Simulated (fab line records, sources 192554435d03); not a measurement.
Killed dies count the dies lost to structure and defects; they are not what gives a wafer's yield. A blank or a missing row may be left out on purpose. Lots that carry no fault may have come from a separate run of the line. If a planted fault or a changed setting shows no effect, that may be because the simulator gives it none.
Lot-split experiment ; flow n5_finfet ; route with 1938 steps; 7 lots, 21 wafers read

## SPLIT DETAILS
At N5_SD_EPI_N_ETCH_45 (etches SiOCN in CH3F/O2, target depth 6 nm), the setting target_depth_a was moved away from the recipe's 60 angstrom on 3 of the 21 wafers read, by +4.6% to +12.1%. The other wafers ran this setting at the recipe's value.

The reading comes from the split's own step.

## THE READING
etch.depth_nm (the simulator's own value, which no gauge read), in nm, at N5_SD_EPI_N_ETCH_45 (etches SiOCN in CH3F/O2, target depth 6 nm). The file gives no usual value for it. Average 6.019 nm, standard deviation 0.077 nm, over the 18 wafers here run with the recipe.

wafer;tool, chamber at the split;target_depth_a as run, angstrom;against the recipe;etch.depth_nm, nm;against lot-mates on the recipe
L078.2;rie_diel-02, 3;60;recipe;5.901;-
L078.3;rie_diel-02, 0;60;recipe;6.125;-
L078.4;rie_diel-02, 2;60;recipe;5.963;-
L082.1;rie_diel-04, 3;60;recipe;6.098;-
L082.4;rie_diel-04, 0;60;recipe;6.088;-
L082.5;rie_diel-04, 1;60;recipe;5.98;-
L085.3;rie_diel-05, 3;60;recipe;5.919;-
L085.5;rie_diel-05, 1;63.88;+6.5%;6.392;+0.468
L085.6;rie_diel-05, 0;60;recipe;5.929;-
L086.1;rie_diel-04, 1;60;recipe;5.959;-
L086.3;rie_diel-04, 3;60;recipe;6.075;-
L086.4;rie_diel-04, 0;67.24;+12.1%;6.796;+0.779
L094.2;rie_diel-04, 3;60;recipe;6.086;-
L094.4;rie_diel-04, 1;60;recipe;5.953;-
L094.5;rie_diel-04, 3;62.77;+4.6%;6.403;+0.383
L095.1;rie_diel-04, 3;60;recipe;6.063;-
L095.3;rie_diel-04, 1;60;recipe;5.97;-
L095.6;rie_diel-04, 3;60;recipe;6.084;-
L096.3;rie_diel-04, 3;60;recipe;6.127;-
L096.5;rie_diel-04, 1;60;recipe;5.933;-
L096.6;rie_diel-04, 2;60;recipe;6.094;-

FIT RESULTS
A straight line over all 21 wafers: etch.depth_nm changes by +0.0648 nm for each +1% of target_depth_a; r = +0.93; the points scatter about the line by 0.078 nm.
The same after taking each lot's own level away (the mean of its wafers on the recipe; 21 wafers): +0.0677 nm for each +1%; r = +0.95; scatter 0.068 nm.
According to that fit, moving target_depth_a by its largest amount changes the reading by 0.82 nm.
The span of the lots' own levels, 5.9240 to 6.0553 nm, comes to 1.7 times the standard deviation stated above.
Consequently the slope shifts little with the lot-to-lot level, the two slopes agreeing.
Check: for one of the wafers moved furthest among these (+12.1%), held out of the fit, the line's prediction against its lot-mates is +0.916 nm. Against them it came out at +0.779 nm.

## FURTHER SPLITS ON THESE WAFERS
Before the reading, these wafers also passed through other splits. Each is held against what the fit with the lots' levels taken away leaves over:
other split on the same wafers;wafers away from the commonest value;r with etch.depth_nm (lot level and that fit taken away)
N5_WELL_APT_COAT_02 spin_rpm;4;+0.18
N5_PMOS_HMC_CHANNEL_EPI_PEB_07 peb_time_s;5;-0.14
N5_PMOS_HMC_CHANNEL_EPI_DEVELOP_08 develop_time_s;6;+0.28
N5_FIN_CUT_COAT_19 spin_rpm;6;+0.12
N5_DUMMY_GATE_HM_DEP_06 time_s;15;-0.02
N5_SD_EPI_N_PEB_07 peb_temp_c;8;+0.18

## FILE'S OWN FIT
etch.depth_nm changes by +0.068 nm for each +1% of target_depth_a, r = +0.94.
